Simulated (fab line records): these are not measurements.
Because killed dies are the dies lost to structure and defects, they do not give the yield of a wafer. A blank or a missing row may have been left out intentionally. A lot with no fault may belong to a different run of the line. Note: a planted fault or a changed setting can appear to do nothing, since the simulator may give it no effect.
Which tool did it? || flow nandHarc || Sampling: 13 lots, 39 wafers, 5 of 1159 route steps

WHAT THE GAUGES SHOWED, per wafer
NHARC_A_SLIT_CD_MEAS_09: the cd target is 300 nm. Usual: cdNm 299.9 nm, standard deviation 0.56.
{"lot": "L936", "measured": "day 14 03:20", "on": "cdSem-01", "cdNm (nm)": "299.9 299.7 299.7", "flag": ""}
{"lot": "L935", "measured": "day 14 16:16", "on": "cdSem-01", "cdNm (nm)": "299.8 298.5 299.3", "flag": ""}
{"lot": "L937", "measured": "day 15 03:51", "on": "cdSem-03", "cdNm (nm)": "298.9 299.2 299.6", "flag": ""}
{"lot": "L939", "measured": "day 15 12:13", "on": "cdSem-03", "cdNm (nm)": "300.1 300.1 299.9", "flag": ""}
{"lot": "L946", "measured": "day 17 01:32", "on": "cdSem-02", "cdNm (nm)": "300.4 299.5 300.6", "flag": ""}
{"lot": "L949", "measured": "day 17 22:06", "on": "cdSem-03", "cdNm (nm)": "299.3 300.5 300.9", "flag": ""}
{"lot": "L948", "measured": "day 17 22:15", "on": "cdSem-01", "cdNm (nm)": "300.8 300.2 300.3", "flag": ""}
{"lot": "L952", "measured": "day 18 15:28", "on": "cdSem-01", "cdNm (nm)": "299.6 298.9 299.8", "flag": ""}
{"lot": "L951", "measured": "day 18 15:53", "on": "cdSem-02", "cdNm (nm)": "299.6 299.9 299.2", "flag": ""}
{"lot": "L954", "measured": "day 19 01:27", "on": "cdSem-01", "cdNm (nm)": "300.4 299.6 299.9", "flag": ""}
{"lot": "L956", "measured": "day 19 14:13", "on": "cdSem-03", "cdNm (nm)": "300.1 301.2 300.2", "flag": ""}
{"lot": "L957", "measured": "day 19 16:14", "on": "cdSem-02", "cdNm (nm)": "300.4 299.3 299.4", "flag": ""}
{"lot": "L955", "measured": "day 19 14:47", "on": "cdSem-03", "cdNm (nm)": "299.5 300.1 299.4", "flag": ""}

NHARC_END_SORT_01. Usual: killedAtArray 27, standard deviation 8.8; killedAtOther 0.4, standard deviation 0.82; killedAtPeriphery 3.1, standard deviation 2.1; killedDies 31, standard deviation 8.8; killedOpen 3.3, standard deviation 2; killedShort 2.0, standard deviation 1.4.
{"lot": "L935", "measured": "day 20 10:46", "on": "prober-01", "killedAtArray": "673 15 18", "killedAtOther": "0 1 0", "killedAtPeriphery": "4 4 2", "killedDies": "677 20 20", "killedOpen": "1 2 2", "killedShort": "4 1 4", "flag": "OFF"}
{"lot": "L937", "measured": "day 20 18:34", "on": "prober-01", "killedAtArray": "676 675 677", "killedAtOther": "0 1 0", "killedAtPeriphery": "1 1 0", "killedDies": "677 677 677", "killedOpen": "3 3 0", "killedShort": "1 1 0", "flag": "OFF"}

TOOL THAT RAN EACH LOT (tool first, then ch and the chambers of the sampled wafers, then the start)
{"lot": "L936", "NHARC_A_SLIT_DEP_25": "pecvd-03 ch 0,1,2, day 14 00:11", "NHARC_A_SLIT_ETCH_26": "harEtch-02 ch 0,1, day 14 07:20", "NHARC_A_WL_FILL_ALD_02": "aldMetal-02 ch 0,2,3, day 14 15:05"}
{"lot": "L935", "NHARC_A_SLIT_DEP_25": "pecvd-02 ch 1,2, day 14 13:20", "NHARC_A_SLIT_ETCH_26": "harEtch-01 ch 0,1, day 14 18:43", "NHARC_A_WL_FILL_ALD_02": "aldMetal-02 ch 1,3, day 15 04:04"}
{"lot": "L937", "NHARC_A_SLIT_DEP_25": "pecvd-04 ch 0,2, day 14 22:11", "NHARC_A_SLIT_ETCH_26": "harEtch-02 ch 0, day 15 08:19", "NHARC_A_WL_FILL_ALD_02": "aldMetal-02 ch 1,2, day 15 16:14"}
{"lot": "L939", "NHARC_A_SLIT_DEP_25": "pecvd-03 ch 0,1,2, day 15 06:08", "NHARC_A_SLIT_ETCH_26": "harEtch-01 ch 0,1, day 15 16:13", "NHARC_A_WL_FILL_ALD_02": "aldMetal-04 ch 1,2,3, day 16 00:14"}
{"lot": "L946", "NHARC_A_SLIT_DEP_25": "pecvd-02 ch 0,1, day 16 22:40", "NHARC_A_SLIT_ETCH_26": "harEtch-01 ch 0,1, day 17 04:01", "NHARC_A_WL_FILL_ALD_02": "aldMetal-01 ch 0,3, day 17 13:29"}
{"lot": "L949", "NHARC_A_SLIT_DEP_25": "pecvd-02 ch 1,2, day 17 19:04", "NHARC_A_SLIT_ETCH_26": "harEtch-01 ch 0, day 18 00:32", "NHARC_A_WL_FILL_ALD_02": "aldMetal-01 ch 2,3, day 18 11:39"}
{"lot": "L948", "NHARC_A_SLIT_DEP_25": "pecvd-04 ch 0,1,2, day 17 19:14", "NHARC_A_SLIT_ETCH_26": "harEtch-02 ch 0,1, day 18 14:13", "NHARC_A_WL_FILL_ALD_02": "aldMetal-01 ch 1,2, day 18 23:36"}
{"lot": "L952", "NHARC_A_SLIT_DEP_25": "pecvd-02 ch 0,1,2, day 18 11:11", "NHARC_A_SLIT_ETCH_26": "harEtch-01 ch 0,1, day 18 17:53", "NHARC_A_WL_FILL_ALD_02": "aldMetal-04 ch 0,2,3, day 19 03:26"}
{"lot": "L951", "NHARC_A_SLIT_DEP_25": "pecvd-04 ch 1,2, day 18 11:25", "NHARC_A_SLIT_ETCH_26": "harEtch-02 ch 0,1, day 18 18:22", "NHARC_A_WL_FILL_ALD_02": "aldMetal-02 ch 0,2, day 19 03:34"}
{"lot": "L954", "NHARC_A_SLIT_DEP_25": "pecvd-04 ch 0,1,2, day 18 22:29", "NHARC_A_SLIT_ETCH_26": "harEtch-01 ch 1, day 19 03:56", "NHARC_A_WL_FILL_ALD_02": "aldMetal-02 ch 1,2, day 19 15:38"}
{"lot": "L956", "NHARC_A_SLIT_DEP_25": "pecvd-02 ch 0,1,2, day 19 11:16", "NHARC_A_SLIT_ETCH_26": "harEtch-02 ch 0,1, day 19 16:48", "NHARC_A_WL_FILL_ALD_02": "aldMetal-04 ch 1,2, day 20 02:19"}
{"lot": "L957", "NHARC_A_SLIT_DEP_25": "pecvd-04 ch 0,1,2, day 19 11:16", "NHARC_A_SLIT_ETCH_26": "harEtch-02 ch 0,1, day 19 18:50", "NHARC_A_WL_FILL_ALD_02": "aldMetal-04 ch 0,1,2, day 20 02:50"}
{"lot": "L955", "NHARC_A_SLIT_DEP_25": "pecvd-03 ch 0,1, day 19 11:17", "NHARC_A_SLIT_ETCH_26": "harEtch-01 ch 0,1, day 19 18:22", "NHARC_A_WL_FILL_ALD_02": "aldMetal-02 ch 1,3, day 20 02:28"}
- NHARC_A_SLIT_DEP_25: deposits SiO2, target thk 200 nm.
- NHARC_A_SLIT_ETCH_26: etches the open film in C4F8/O2/Ar, time 90 s, target depth 400 nm.
- NHARC_A_WL_FILL_ALD_02: deposits TiN, target thk 2 nm, pulse time 3 s, ald cycles 100.

AS READ BY THE TOOLS THEMSELVES (means over the sampled wafers that have a number; for cases with no such wafer, the mark the record gives instead)
NHARC_A_SLIT_DEP_25. Usual: heaterPowerW 523 W, standard deviation 61; throttleValvePct 16.1 %, standard deviation 0.53.
{"lot": "L936", "tool": "pecvd-03", "heaterPowerW (W)": 492, "throttleValvePct (%)": 16.1, "flag": ""}
{"lot": "L935", "tool": "pecvd-02", "heaterPowerW (W)": 467, "throttleValvePct (%)": 15.9, "flag": ""}
{"lot": "L937", "tool": "pecvd-04", "heaterPowerW (W)": 538, "throttleValvePct (%)": 16.1, "flag": ""}
{"lot": "L939", "tool": "pecvd-03", "heaterPowerW (W)": 499, "throttleValvePct (%)": 16.4, "flag": ""}
{"lot": "L946", "tool": "pecvd-02", "heaterPowerW (W)": 549, "throttleValvePct (%)": 16.1, "flag": ""}
{"lot": "L949", "tool": "pecvd-02", "heaterPowerW (W)": 534, "throttleValvePct (%)": 15.5, "flag": ""}
{"lot": "L948", "tool": "pecvd-04", "heaterPowerW (W)": 562, "throttleValvePct (%)": 16.0, "flag": ""}
{"lot": "L952", "tool": "pecvd-02", "heaterPowerW (W)": 494, "throttleValvePct (%)": 15.8, "flag": ""}
{"lot": "L951", "tool": "pecvd-04", "heaterPowerW (W)": 555, "throttleValvePct (%)": 16.3, "flag": ""}
{"lot": "L954", "tool": "pecvd-04", "heaterPowerW (W)": 487, "throttleValvePct (%)": 16.1, "flag": ""}
{"lot": "L956", "tool": "pecvd-02", "heaterPowerW (W)": 539, "throttleValvePct (%)": 15.8, "flag": ""}
{"lot": "L957", "tool": "pecvd-04", "heaterPowerW (W)": 524, "throttleValvePct (%)": 16.1, "flag": ""}
{"lot": "L955", "tool": "pecvd-03", "heaterPowerW (W)": 558, "throttleValvePct (%)": 16.7, "flag": ""}

NHARC_A_SLIT_ETCH_26. Usual: drypumpMotorCurrentA 5.9 A, standard deviation 0.47; escClampCurrentUA 0.0213, standard deviation 0.00049; mfcArSccm 374.7 sccm, standard deviation 1.1; showerheadPlenumPTorr 3.75 Torr, standard deviation 0.066; throttleValvePct 27.619 %, standard deviation 0.0083.
{"lot": "L936", "tool": "harEtch-02", "drypumpMotorCurrentA (A)": 6.4, "escClampCurrentUA": 0.0213, "mfcArSccm (sccm)": 374.2, "showerheadPlenumPTorr (Torr)": 3.72, "throttleValvePct (%)": 27.621, "flag": ""}
{"lot": "L935", "tool": "harEtch-01", "drypumpMotorCurrentA (A)": 5.7, "escClampCurrentUA": 0.0214, "mfcArSccm (sccm)": 374.3, "showerheadPlenumPTorr (Torr)": 3.77, "throttleValvePct (%)": 27.626, "flag": ""}
{"lot": "L937", "tool": "harEtch-02", "drypumpMotorCurrentA (A)": 6.0, "escClampCurrentUA": 0.0205, "mfcArSccm (sccm)": 375.1, "showerheadPlenumPTorr (Torr)": 3.80, "throttleValvePct (%)": 27.617, "flag": ""}
{"lot": "L939", "tool": "harEtch-01", "drypumpMotorCurrentA (A)": 5.7, "escClampCurrentUA": 0.0214, "mfcArSccm (sccm)": 373.7, "showerheadPlenumPTorr (Torr)": 3.76, "throttleValvePct (%)": 27.621, "flag": ""}
{"lot": "L946", "tool": "harEtch-01", "drypumpMotorCurrentA (A)": 5.7, "escClampCurrentUA": 0.0214, "mfcArSccm (sccm)": 376.2, "showerheadPlenumPTorr (Torr)": 3.75, "throttleValvePct (%)": 27.619, "flag": ""}
{"lot": "L949", "tool": "harEtch-01", "drypumpMotorCurrentA (A)": 5.2, "escClampCurrentUA": 0.0217, "mfcArSccm (sccm)": 374.6, "showerheadPlenumPTorr (Torr)": 3.81, "throttleValvePct (%)": 27.618, "flag": ""}
{"lot": "L948", "tool": "harEtch-02", "drypumpMotorCurrentA (A)": 6.4, "escClampCurrentUA": 0.0214, "mfcArSccm (sccm)": 374.4, "showerheadPlenumPTorr (Torr)": 3.70, "throttleValvePct (%)": 27.618, "flag": ""}
{"lot": "L952", "tool": "harEtch-01", "drypumpMotorCurrentA (A)": 5.7, "escClampCurrentUA": 0.0214, "mfcArSccm (sccm)": 373.8, "showerheadPlenumPTorr (Torr)": 3.74, "throttleValvePct (%)": 27.622, "flag": ""}
{"lot": "L951", "tool": "harEtch-02", "drypumpMotorCurrentA (A)": 6.1, "escClampCurrentUA": 0.0209, "mfcArSccm (sccm)": 374.8, "showerheadPlenumPTorr (Torr)": 3.74, "throttleValvePct (%)": 27.614, "flag": ""}
{"lot": "L954", "tool": "harEtch-01", "drypumpMotorCurrentA (A)": 6.0, "escClampCurrentUA": 0.0214, "mfcArSccm (sccm)": 375.4, "showerheadPlenumPTorr (Torr)": 3.71, "throttleValvePct (%)": 27.630, "flag": ""}
{"lot": "L956", "tool": "harEtch-02", "drypumpMotorCurrentA (A)": 6.2, "escClampCurrentUA": 0.0209, "mfcArSccm (sccm)": 373.5, "showerheadPlenumPTorr (Torr)": 3.73, "throttleValvePct (%)": 27.620, "flag": ""}
{"lot": "L957", "tool": "harEtch-02", "drypumpMotorCurrentA (A)": 6.2, "escClampCurrentUA": 0.0210, "mfcArSccm (sccm)": 374.8, "showerheadPlenumPTorr (Torr)": 3.73, "throttleValvePct (%)": 27.620, "flag": ""}
{"lot": "L955", "tool": "harEtch-01", "drypumpMotorCurrentA (A)": 5.7, "escClampCurrentUA": 0.0214, "mfcArSccm (sccm)": 374.4, "showerheadPlenumPTorr (Torr)": 3.74, "throttleValvePct (%)": 27.612, "flag": ""}

NHARC_A_WL_FILL_ALD_02. Usual: heaterPowerW 1095 W, standard deviation 67; precursorPulseHeightRel 1.001, standard deviation 0.019.
{"lot": "L936", "tool": "aldMetal-02", "heaterPowerW (W)": 1091, "precursorPulseHeightRel": 1.009, "flag": ""}
{"lot": "L935", "tool": "aldMetal-02", "heaterPowerW (W)": 1048, "precursorPulseHeightRel": 0.987, "flag": ""}
{"lot": "L937", "tool": "aldMetal-02", "heaterPowerW (W)": 1065, "precursorPulseHeightRel": 0.994, "flag": ""}
{"lot": "L939", "tool": "aldMetal-04", "heaterPowerW (W)": 1116, "precursorPulseHeightRel": 1.016, "flag": ""}
{"lot": "L946", "tool": "aldMetal-01", "heaterPowerW (W)": 1064, "precursorPulseHeightRel": 1.007, "flag": ""}
{"lot": "L949", "tool": "aldMetal-01", "heaterPowerW (W)": 1183, "precursorPulseHeightRel": 0.982, "flag": ""}
{"lot": "L948", "tool": "aldMetal-01", "heaterPowerW (W)": 1106, "precursorPulseHeightRel": 0.985, "flag": ""}
{"lot": "L952", "tool": "aldMetal-04", "heaterPowerW (W)": 1122, "precursorPulseHeightRel": 0.992, "flag": ""}
{"lot": "L951", "tool": "aldMetal-02", "heaterPowerW (W)": 1048, "precursorPulseHeightRel": 0.980, "flag": ""}
{"lot": "L954", "tool": "aldMetal-02", "heaterPowerW (W)": 1032, "precursorPulseHeightRel": 1.005, "flag": ""}
{"lot": "L956", "tool": "aldMetal-04", "heaterPowerW (W)": 1069, "precursorPulseHeightRel": 0.984, "flag": ""}
{"lot": "L957", "tool": "aldMetal-04", "heaterPowerW (W)": 1069, "precursorPulseHeightRel": 1.024, "flag": ""}
{"lot": "L955", "tool": "aldMetal-02", "heaterPowerW (W)": 1133, "precursorPulseHeightRel": 1.001, "flag": ""}

THE ANSWER, worked out from the rows above alone
Rule: a lot counts as off when the mean over its wafers that have a number is more than 3 standard deviations away from the usual mean. Also off: a lot with no number at a reading for which 4 or more lots have one. Any other lot the step has rows for is counted as sound. Order of review: gauges by route order, followed by the tools' own readings, for which a lot's mean as printed above is used. At the first step where some lot is off, the reading lying furthest off is the one used; lots without a number count as furthest.
Off at NHARC_END_SORT_01 (killedAtArray): L935, L937. Neither off nor sound, because the step has no rows for them: L936, L939, L946, L949, L948, L952, L951, L954, L956, L957, L955.
If a tool, at a process step before that reading, ran all the lots that are off and no sound lot after the first of them, it fits. Gauges at NHARC_END_SORT_01: tried the same way as those tools. Can't be told from this: 2 tools fit, aldMetal-02 at NHARC_A_WL_FILL_ALD_02, prober-01 at NHARC_END_SORT_01.

WHAT HAD BEEN PUT IN BY THE SIMULATOR
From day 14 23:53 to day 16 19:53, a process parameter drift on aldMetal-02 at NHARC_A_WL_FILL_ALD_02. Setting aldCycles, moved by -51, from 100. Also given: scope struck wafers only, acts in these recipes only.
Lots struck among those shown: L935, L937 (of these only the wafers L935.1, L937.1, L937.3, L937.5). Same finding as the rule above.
